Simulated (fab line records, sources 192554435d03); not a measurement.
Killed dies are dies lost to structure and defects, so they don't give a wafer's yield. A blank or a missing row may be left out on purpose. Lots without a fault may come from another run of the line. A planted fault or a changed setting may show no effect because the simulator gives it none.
Which tool did it? | flow n5_finfet | 15 lots, 45 wafers sampled, at 4 steps of a route of 1938

WHAT THE GAUGES READ, wafer by wafer
N5_BEOL_M3_OVL_MEAS_12.
lot  | measured     | on         | M3_OVL (nm)
L617 | day 7 00:32  | overlay-01 | -0.8 -0.2 0.0
L618 | day 7 22:57  | overlay-01 | 0.1 -0.3 -1.0
L619 | day 9 19:14  | overlay-01 | 0.4 0.0 -0.4
L622 | day 10 06:16 | overlay-01 | -0.4 -0.7 -0.5
L625 | day 10 17:09 | overlay-01 | -1.0 -0.1 0.1
L626 | day 11 05:05 | overlay-01 | -1.4 -0.9 -0.7
L627 | day 11 07:18 | overlay-01 | - - -
L628 | day 11 21:31 | overlay-02 | - - -
L629 | day 11 21:36 | overlay-02 | - - -
L633 | day 13 06:52 | overlay-02 | -0.5 -0.1 -0.9
L635 | day 13 09:26 | overlay-01 | 1.0 -0.5 -0.3
L634 | day 13 09:29 | overlay-02 | -0.3 -0.2 -0.7
L638 | day 14 15:59 | overlay-01 | 0.4 0.3 1.1
L637 | day 14 19:17 | overlay-02 | -0.7 0.3 -0.9
L640 | day 14 20:19 | overlay-01 | 0.5 -1.2 0.4

WHICH TOOL RAN EACH LOT (tool, then ch and the chambers of the sampled wafers, then the start)
lot  | N5_BEOL_M2_ANNEAL_95         | N5_BEOL_M3_PECVD_72             | N5_BEOL_M3_PEB_09
L617 | pvd_sputter-03, day 6 20:50  | pecvd-02 ch 0,2, day 6 23:14    | litho_track-05 ch 0, day 7 00:26
L618 | pvd_sputter-02, day 7 08:02  | pecvd-02 ch 0,2, day 7 09:25    | litho_track-02 ch 0, day 7 22:51
L619 | pvd_sputter-02, day 8 05:32  | pecvd-02 ch 0,2, day 8 06:54    | litho_track-02 ch 0, day 9 19:08
L622 | pvd_sputter-02, day 10 02:24 | pecvd-02 ch 0,1,2, day 10 03:45 | litho_track-03 ch 0, day 10 06:10
L625 | pvd_sputter-02, day 10 15:17 | pecvd-04 ch 0,1, day 10 16:40   | litho_track-05 ch 0, day 10 17:03
L626 | pvd_sputter-02, day 11 02:42 | pecvd-04 ch 0,2, day 11 04:04   | litho_track-03 ch 0, day 11 04:59
L627 | pvd_sputter-03, day 11 04:05 | pecvd-04 ch 1,2, day 11 05:27   | litho_track-03, day 11 07:12
L628 | pvd_sputter-03, day 11 18:26 | pecvd-04 ch 0,2, day 11 19:49   | litho_track-02, day 11 21:25
L629 | pvd_sputter-01, day 11 18:37 | pecvd-03 ch 0,1,2, day 11 19:58 | litho_track-03, day 11 21:30
L633 | pvd_sputter-02, day 13 02:40 | pecvd-04 ch 1,2, day 13 05:05   | litho_track-03 ch 0, day 13 06:47
L635 | pvd_sputter-01, day 13 06:06 | pecvd-04 ch 0,1,2, day 13 07:51 | litho_track-03 ch 0, day 13 09:20
L634 | pvd_sputter-03, day 13 06:14 | pecvd-04 ch 1,2, day 13 07:58   | litho_track-05 ch 0, day 13 09:23
L638 | pvd_sputter-02, day 14 14:09 | pecvd-02 ch 0,1,2, day 14 15:31 | litho_track-03 ch 0, day 14 15:53
L637 | pvd_sputter-02, day 14 17:20 | pecvd-03 ch 0,2, day 14 18:41   | litho_track-02 ch 0, day 14 19:11
L640 | pvd_sputter-03, day 14 17:37 | pecvd-04 ch 0,1,2, day 14 19:10 | litho_track-03 ch 0, day 14 20:13
- N5_BEOL_M2_ANNEAL_95: time 240 s.
- N5_BEOL_M3_PECVD_72: deposits SiO2 from TEOS/O2, target thk 16 nm, time 18 s.
- N5_BEOL_M3_PEB_09: peb time 60 s.

WHAT THE TOOLS THEMSELVES READ (means of the sampled wafers that have a number; where no wafer has one, the mark that the record gives instead)
N5_BEOL_M2_ANNEAL_95.
lot  | tool           | heater_power_w (W)
L617 | pvd_sputter-03 | 770
L618 | pvd_sputter-02 | 875
L619 | pvd_sputter-02 | 952
L622 | pvd_sputter-02 | 864
L625 | pvd_sputter-02 | 886
L626 | pvd_sputter-02 | 873
L627 | pvd_sputter-03 | 726
L628 | pvd_sputter-03 | 754
L629 | pvd_sputter-01 | 927
L633 | pvd_sputter-02 | 916
L635 | pvd_sputter-01 | 884
L634 | pvd_sputter-03 | 795
L638 | pvd_sputter-02 | 929
L637 | pvd_sputter-02 | 923
L640 | pvd_sputter-03 | 776

N5_BEOL_M3_PECVD_72.
lot  | tool     | heater_power_w (W) | showerhead_plenum_p_Torr (Torr) | throttle_valve_pct (%)
L617 | pecvd-02 | 657                | 8.80                            | 21.2
L618 | pecvd-02 | 550                | 8.87                            | 21.5
L619 | pecvd-02 | 686                | 8.80                            | 21.4
L622 | pecvd-02 | 614                | 8.83                            | 21.7
L625 | pecvd-04 | 744                | 8.88                            | 24.2
L626 | pecvd-04 | 728                | 8.90                            | 21.8
L627 | pecvd-04 | 744                | 8.84                            | 22.4
L628 | pecvd-04 | 670                | 8.89                            | 21.8
L629 | pecvd-03 | 791                | 8.75                            | 22.2
L633 | pecvd-04 | 777                | 8.83                            | 23.6
L635 | pecvd-04 | 708                | 8.89                            | 23.0
L634 | pecvd-04 | 755                | 8.84                            | 23.7
L638 | pecvd-02 | 632                | 8.83                            | 21.8
L637 | pecvd-03 | 735                | 8.78                            | 22.1
L640 | pecvd-04 | 707                | 8.90                            | 23.1

N5_BEOL_M3_PEB_09.
lot  | tool           | chill_plate_temp_C (C) | exhaust_pa (Pa)
L617 | litho_track-05 | 22.84                  | 45.1
L618 | litho_track-02 | 22.95                  | 46.1
L619 | litho_track-02 | 23.15                  | 44.9
L622 | litho_track-03 | 22.90                  | 45.1
L625 | litho_track-05 | 23.04                  | 45.9
L626 | litho_track-03 | 22.96                  | 45.4
L627 | litho_track-03 | -                      | -
L628 | litho_track-02 | -                      | -
L629 | litho_track-03 | -                      | -
L633 | litho_track-03 | 23.19                  | 44.9
L635 | litho_track-03 | 23.00                  | 45.3
L634 | litho_track-05 | 23.00                  | 45.5
L638 | litho_track-03 | 22.93                  | 45.4
L637 | litho_track-02 | 23.14                  | 44.4
L640 | litho_track-03 | 23.08                  | 45.7

THE ANSWER, worked out from the rows above alone
Rule: what is usual is taken from the lots themselves. Put in order of their means at a reading, lots are off if they are a third of the lots or fewer, leave a main group of 4 or more, and stand apart from it by a gap of 3 or more times the standard deviation of the main group's means; of several such gaps the widest counts. A main group whose means are all the same, to the digits that the tables above print for the reading, isn't used. A lot without any number at a reading at which 4 lots or more have one is off too. The other lots that the step has rows for count as sound. The gauges are gone through in route order, then the tools' own readings, and for those a lot's mean is taken as printed above. The first step at which some lot is off is used, and at that step the reading that is off furthest; a lot without a number counts as furthest.
Off: L627, L628, L629, at N5_BEOL_M3_OVL_MEAS_12 (M3_OVL). Without a number there: L627, L628, L629. The main group: mean -0.3 nm, standard deviation 0.38.
A tool fits if, at a process step before that reading, it ran every lot that is off, and no sound lot after the first of them. The gauges at N5_BEOL_M3_OVL_MEAS_12 aren't tried: what is off there is off at N5_BEOL_M3_PEB_09 too, on other tools, and a gauge's error can't cause that. None of those tried fits.

WHAT THE SIMULATOR HAD PUT IN
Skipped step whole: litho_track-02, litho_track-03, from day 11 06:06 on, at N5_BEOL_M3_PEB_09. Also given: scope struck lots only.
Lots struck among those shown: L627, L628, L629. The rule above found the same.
